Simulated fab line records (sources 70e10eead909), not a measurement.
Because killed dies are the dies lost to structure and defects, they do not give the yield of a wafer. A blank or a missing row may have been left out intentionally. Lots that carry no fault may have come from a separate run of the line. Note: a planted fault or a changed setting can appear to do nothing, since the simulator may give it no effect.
Chamber matching ; flow nand harc ; NHARC_A_WL_FILL_ALD_19 on ald metal-03 has 4 sister chambers
The step deposits TiN, target thk 2 nm, pulse time 3 s, ald cycles 100. 8 wafers are shown with their chamber, then 12 later ones without.

## WAFERS PAIRED WITH THEIR CHAMBERS
wafer;chamber;heater power w (W);precursor pulse height rel
L081.4;3;1031;0.993
L084.1;0;1208;1.018
L084.5;3;1023;0.995
L088.1;1;1071;0.986
L088.2;0;1171;0.966
L090.1;2;968;1.002
L090.3;1;1056;1.036
L090.5;2;1011;0.979

## WAFERS WITH NO CHAMBER GIVEN
wafer;heater power w (W);precursor pulse height rel
L091.1;1059;1.009
L091.2;1042;1.012
L091.3;1160;0.998
L091.4;1011;1.007
L091.5;1083;0.982
L091.6;1207;0.989
L093.1;1037;0.966
L093.3;1186;1.027
L093.4;1182;1.003
L095.3;1060;0.966
L095.5;1040;0.994
L095.6;996;0.978

## WHICH CHAMBER EACH WENT THROUGH
wafer;from the rows above;in truth
L091.1;can't be placed: 1 or 3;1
L091.2;can't be placed: 3 or 1 or 2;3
L091.3;0;0
L091.4;can't be placed: 3 or 2 or 1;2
L091.5;can't be placed: 1 or 3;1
L091.6;0;0
L093.1;can't be placed: 3 or 1 or 2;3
L093.3;0;0
L093.4;0;0
L095.3;can't be placed: 1 or 3 or 2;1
L095.5;can't be placed: 3 or 1 or 2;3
L095.6;can't be placed: 2 or 3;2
Placed correctly: 4 of 12. Not placeable from these rows: 8 (in 8, the candidates include the true chamber). 0 placed wrongly.
How it was worked out, from the rows above alone: a wafer's distance from a chamber is the root of the sum, over the readings, of the square of ((its reading less the chamber's mean) divided by the reading's scatter). If the next closest chamber is less than 2 further off than the closest, the wafer can't be placed; otherwise it belongs to the closest. A chamber's mean is the mean of its shown wafers. How the scatter is found: for the shown wafers, subtract from each reading the mean of its chamber, square and add these, divide the total by (wafers less chambers), then take the root.
